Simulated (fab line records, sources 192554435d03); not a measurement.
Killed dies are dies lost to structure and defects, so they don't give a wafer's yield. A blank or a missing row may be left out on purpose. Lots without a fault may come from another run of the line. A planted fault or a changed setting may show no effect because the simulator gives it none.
One fault seen from 3 desks | flow n5_finfet | each desk has only its own numbers; what lay behind them comes last

THE TOOL OWNER'S DESK: litho_track-04
The tool's own readings at N5_SD_EPI_N_COAT_32 (time 60 s, resist thk 350 nm): means of the sampled wafers that have a number, for each lot that ran on this tool. A lot is out of limits, marked OUT, if its mean lies more than 4 standard deviations from the usual mean; the brackets give that distance.
Columns: A = run_length_s at N5_SD_EPI_N_COAT_32, usual 66.07 s
lot  | first seen here | A
L721 | day 3 13:29     | 66.09
L724 | day 4 06:17     | 67.62 (+8.1) OUT
L726 | day 4 19:27     | 67.52 (+7.6) OUT
L728 | day 5 09:14     | 67.50 (+7.6) OUT
L738 | day 7 18:41     | 65.97
L739 | day 7 23:43     | 65.88
L741 | day 8 14:07     | 65.92
L742 | day 8 18:15     | 65.86
This desk's finding: out of limits on L724, L726, L728; first on L724, day 4 06:17 (run_length_s at N5_SD_EPI_N_COAT_32). In limits: L721, L738, L739, L741, L742.

THE DEFECT DESK
What the inspections along the route counted, lot by lot: means of the sampled wafers that have a number. A lot is out of limits, marked OUT, if its mean lies more than 4 standard deviations from the usual mean; the brackets give that distance.
Columns: A = raw_defect_count at N5_SD_EPI_N_INSPECT_11, usual 2.1
lot  | first seen here | A
L719 | day 3 00:50     | 1.0
L720 | day 3 05:52     | 1.7
L721 | day 3 13:55     | 2.3
L724 | day 4 06:35     | 3.0
L726 | day 4 19:52     | 0.5
L728 | day 5 09:32     | 1.5
L732 | day 6 06:57     | 0.7
L738 | day 7 18:58     | 1.3
L739 | day 8 00:08     | 2.3
L741 | day 8 14:32     | 2.0
L742 | day 8 18:40     | 1.3
This desk's finding: nothing out of limits on any of the 11 lots.

THE METROLOGY DESK
What the gauges read, lot by lot, whatever tool the lot ran on: means of the sampled wafers that have a number. A lot is out of limits, marked OUT, if its mean lies more than 4 standard deviations from the usual mean; the brackets give that distance. Of its 11 readings 7 are shown: those that lie furthest out on some lot.
Columns: A = DIBL_N at N5_BEOL_M4_RC_MEAS_101, usual 36.5 mV/V; B = IOFF_N at N5_BEOL_M4_RC_MEAS_101, usual 0.163 nA/um; C = IOFF_P at N5_BEOL_M4_RC_MEAS_101, usual 0.22 nA/um; D = ION_P at N5_BEOL_M4_RC_MEAS_101, usual 462 uA/um; E = SS_N at N5_BEOL_M4_RC_MEAS_101, usual 71.6 mV/dec; F = VT_N at N5_BEOL_M4_RC_MEAS_101, usual 249.8 mV; G = VT_P at N5_BEOL_M4_RC_MEAS_101, usual -250 mV
lot  | first seen here | A    | B     | C    | D   | E    | F     | G
L719 | day 2 23:07     | 35.9 | 0.153 | 0.19 | 457 | 71.9 | 251.2 | -254
L720 | day 3 03:58     | 36.1 | 0.163 | 0.23 | 462 | 71.7 | 250.3 | -247
L721 | day 3 12:04     | 37.5 | 0.173 | 0.27 | 479 | 71.8 | 247.7 | -245
L724 | day 4 04:50     | 37.8 | 0.171 | 0.22 | 464 | 71.8 | 249.1 | -250
L726 | day 4 16:24     | 37.8 | 0.181 | 0.21 | 454 | 72.4 | 246.6 | -252
L728 | day 5 07:32     | 34.7 | 0.137 | 0.17 | 452 | 71.5 | 252.4 | -258
L732 | day 6 05:06     | 38.0 | 0.168 | 0.20 | 452 | 71.7 | 249.6 | -253
L738 | day 7 17:14     | 34.0 | 0.128 | 0.19 | 462 | 71.1 | 254.4 | -253
L739 | day 7 21:58     | 35.8 | 0.154 | 0.19 | 453 | 71.2 | 251.4 | -255
L741 | day 8 12:17     | 36.6 | 0.142 | 0.19 | 458 | 71.7 | 252.9 | -250
L742 | day 8 16:22     | 37.8 | 0.193 | 0.26 | 462 | 72.1 | 247.3 | -246
This desk's finding: nothing out of limits on any of the 11 lots.

PUT TOGETHER
The tool owner's desk could have raised an alarm at day 4 06:17, on L724, L726, L728.
The defect desk saw nothing out of limits.
The metrology desk saw nothing out of limits.
The defect desk has L724, L726, L728 on record, within its limits.
The metrology desk has L724, L726, L728 on record, within its limits.
Of the lots named, all ran N5_SD_EPI_N_COAT_32 on litho_track-04.

WHAT THE SIMULATOR HAD PUT IN
Process parameter drift: litho_track-04, from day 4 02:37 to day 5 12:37, at N5_SD_EPI_N_COAT_32. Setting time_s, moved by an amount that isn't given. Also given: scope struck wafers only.
Lots struck among those shown: L724, L726, L728.
Hours from the fault's start to each desk's first reading out of limits: the tool owner's desk, 4.
